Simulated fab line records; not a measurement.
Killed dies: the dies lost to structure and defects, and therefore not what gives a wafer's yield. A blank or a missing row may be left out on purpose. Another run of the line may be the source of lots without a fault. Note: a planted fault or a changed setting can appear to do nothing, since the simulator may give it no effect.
Matching of chambers    flow nand harc    NHARC_P_M2_STRIP_18 on rie diel-10: 4 sister chambers
The step strips in N2/H2. 4 wafers are shown with their chamber, then 7 later ones without.

## WAFERS PAIRED WITH THEIR CHAMBERS
wafer   chamber  throttle valve pct (%)
L088.1  1        14.165
L088.5  0        14.165
L092.4  3        14.178
L092.5  2        14.168

## WAFERS WITHOUT THEIR CHAMBER
wafer   throttle valve pct (%)
L092.6  14.177
L093.1  14.156
L093.4  14.165
L093.5  14.164
L097.1  14.175
L097.3  14.183
L097.4  14.177

## WHICH CHAMBER EACH ONE RAN IN
wafer    from the rows above                 in truth
L092.6   can't be placed: 3 or 2             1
L093.1   can't be placed: 0 or 1 or 2        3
L093.4   can't be placed: 0 or 1 or 2        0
L093.5   can't be placed: 0 or 1 or 2        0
L097.1   can't be placed: 3 or 2 or 0 or 1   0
L097.3   3                                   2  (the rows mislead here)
L097.4   can't be placed: 3 or 2             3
0 of 7 placed correctly. Cannot be placed on the basis of these rows: 6; the candidates contain the true chamber in 4. Number placed wrongly: 1.
How it was worked out, from the rows above alone: a wafer's distance from a chamber is the root of the sum, over the readings, of the square of ((its reading less the chamber's mean) divided by the reading's scatter). The wafer belongs to the nearest chamber; if the next one is less than 2 further off, it can't be placed. The mean given for a chamber averages the wafers shown for that chamber. The scatter (one wafer shown for each chamber): square how far every hidden wafer sits from the nearest shown wafer, average those squares and take the square root.
